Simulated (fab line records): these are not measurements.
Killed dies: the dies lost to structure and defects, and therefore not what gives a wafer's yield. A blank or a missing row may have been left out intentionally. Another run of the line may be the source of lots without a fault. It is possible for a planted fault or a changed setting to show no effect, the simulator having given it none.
Chamber matching | flow n5Finfet | N5_BEOL_M8_ETCH_72 on rieDiel-06: 4 sister chambers
The step etches underlayer in N2/H2, target depth 6.5 nm, time 5.2 s. 4 wafers are shown with their chamber, then 9 later ones without.

== WAFERS, EACH WITH ITS CHAMBER ==
wafer  | chamber | showerheadPlenumPTorr (Torr)
L085.5 | 1       | 2.57
L084.2 | 2       | 2.68
L084.3 | 3       | 2.46
L084.4 | 0       | 2.49

== WAFERS MISSING THEIR CHAMBER ==
wafer  | showerheadPlenumPTorr (Torr)
L090.3 | 2.45
L090.4 | 2.68
L090.6 | 2.45
L093.1 | 2.45
L093.2 | 2.67
L093.6 | 2.45
L095.1 | 2.67
L095.3 | 2.48
L095.5 | 2.56

== THE CHAMBER EACH PASSED THROUGH ==
wafer  | from the rows above     | in truth
L090.3 | 3                       | 3
L090.4 | 2                       | 2
L090.6 | 3                       | 3
L093.1 | 3                       | 3
L093.2 | 2                       | 2
L093.6 | 3                       | 3
L095.1 | 2                       | 2
L095.3 | can't be placed: 0 or 3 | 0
L095.5 | 1                       | 1
8 of 9 placed correctly. Cannot be placed on the basis of these rows: 1; the candidates contain the true chamber in 1. Wrongly placed: 0.
How it was worked out, from the rows above alone: a wafer's distance from a chamber is the root of the sum, over the readings, of the square of ((its reading less the chamber's mean) divided by the reading's scatter). If the next closest chamber is less than 2 further off than the closest, the wafer can't be placed; otherwise it belongs to the closest. The mean given for a chamber averages the wafers shown for that chamber. The scatter: root of mean squared gap, hidden wafer to nearest shown wafer, with one shown wafer a chamber.
